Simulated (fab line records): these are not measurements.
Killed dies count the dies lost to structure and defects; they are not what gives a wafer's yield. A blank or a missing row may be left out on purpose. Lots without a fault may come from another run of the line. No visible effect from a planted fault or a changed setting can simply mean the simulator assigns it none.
Matching of chambers | flow nandHarc | NHARC_THIN_TSV_ETCHBACK_48 on rieDiel-10 has 3 sister chambers
The step etches the open film in C4F8/Ar, target depth 1028.5 nm, time 405.17 s. 6 wafers are shown with their chamber, then 3 later ones without.

## EACH WAFER AND ITS CHAMBER
wafer  | chamber | rfVppV (V) | oesProductAu (a.u.)
L219.1 | 2       | 551        | 0.916
L224.2 | 1       | 541        | 0.922
L224.4 | 2       | 552        | 0.925
L224.6 | 0       | 553        | 0.941
L223.1 | 0       | 552        | 0.921
L223.2 | 1       | 541        | 0.923

## WAFERS MISSING THEIR CHAMBER
wafer  | rfVppV (V) | oesProductAu (a.u.)
L240.2 | 552        | 0.959
L240.3 | 541        | 0.982
L238.2 | 551        | 1.004

## EACH ONE'S CHAMBER
wafer  | from the rows above     | in truth
L240.2 | can't be placed: 0 or 2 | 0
L240.3 | 1                       | 1
L238.2 | can't be placed: 0 or 2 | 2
Correct placement for 1 of the 3. Unplaceable from these rows: 2, with the true chamber sitting among the candidates in 2. Placed wrongly: 0.
How it was worked out, from the rows above alone: a wafer's distance from a chamber is the root of the sum, over the readings, of the square of ((its reading less the chamber's mean) divided by the reading's scatter). The wafer belongs to the nearest chamber; if the next one is less than 2 further off, it can't be placed. A chamber's mean is the mean of its shown wafers. The scatter is the square root of a quotient: the sum, over the shown wafers, of each reading's squared deviation from its chamber's mean, divided by wafers minus chambers.
